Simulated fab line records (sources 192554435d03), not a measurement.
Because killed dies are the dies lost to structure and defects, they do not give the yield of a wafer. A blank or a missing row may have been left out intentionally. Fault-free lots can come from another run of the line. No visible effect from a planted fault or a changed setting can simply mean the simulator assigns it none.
Chamber matching | flow n5Finfet | N5_SD_EPI_N_ETCH_34 on rieDiel-04: 4 sister chambers
The step etches SiARC in CF4, target depth 45.5 nm, time 75.8 s. 14 wafers are shown with their chamber, then 6 later ones without.

== WAFERS PAIRED WITH THEIR CHAMBERS ==
wafer  | chamber | showerheadPlenumPTorr (Torr) | throttleValvePct (%) | etchRfOnTimeS (s)
L853.1 | 2       | 2.10                         | 15.78                | 78.2
L853.3 | 0       | 2.23                         | 15.61                | 76.4
L853.5 | 3       | 2.09                         | 15.77                | 77.7
L855.1 | 2       | 2.10                         | 15.78                | 77.4
L855.3 | 0       | 2.23                         | 15.63                | 75.7
L855.6 | 2       | 2.10                         | 15.79                | 77.5
L857.1 | 3       | 2.09                         | 15.81                | 77.5
L857.3 | 0       | 2.23                         | 15.64                | 75.4
L857.6 | 1       | 2.21                         | 16.15                | 72.1
L860.1 | 2       | 2.10                         | 15.81                | 77.4
L860.2 | 0       | 2.23                         | 15.64                | 76.5
L860.3 | 3       | 2.09                         | 15.81                | 77.2
L862.2 | 1       | 2.21                         | 16.17                | 71.9
L862.3 | 3       | 2.08                         | 15.83                | 78.1

SIGNATURES (averages over the wafers above)
reading               | chamber 0 | chamber 1 | chamber 2 | chamber 3 | scatter within a chamber
showerheadPlenumPTorr | 2.2300    | 2.2100    | 2.1000    | 2.0875    | 0.00274
throttleValvePct      | 15.6300   | 16.1600   | 15.7900   | 15.8050   | 0.0182
etchRfOnTimeS         | 76.000    | 72.000    | 77.625    | 77.625    | 0.419
Rule: a wafer lies at a distance from a chamber equal to the root of the sum of squares, over the readings, of (its reading less the chamber's mean, divided by the reading's scatter). If the next closest chamber is less than 2 further off than the closest, the wafer can't be placed; otherwise it belongs to the closest. The scatter is the square root of a quotient: the sum, over the shown wafers, of each reading's squared deviation from its chamber's mean, divided by wafers minus chambers.

== WAFERS WITHOUT THEIR CHAMBER ==
wafer  | showerheadPlenumPTorr (Torr) | throttleValvePct (%) | etchRfOnTimeS (s)
L862.5 | 2.10                         | 15.81                | 77.3
L873.1 | 2.20                         | 16.22                | 73.3
L873.3 | 2.08                         | 15.88                | 79.0
L873.4 | 2.22                         | 15.68                | 76.4
L875.5 | 2.09                         | 15.38                | 78.5
L875.6 | 2.07                         | 15.88                | 78.3

== CHAMBER TAKEN BY EACH ==
wafer  | from the rows above     | in truth
L862.5 | 2                       | 2
L873.1 | 1                       | 1
L873.3 | 3                       | 3
L873.4 | 0                       | 0
L875.5 | can't be placed: 2 or 3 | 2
L875.6 | 3                       | 3
5 of 6 placed correctly. From these rows, 1 cannot be placed; in 1 the true chamber is one of the candidates. Wrongly placed: 0.
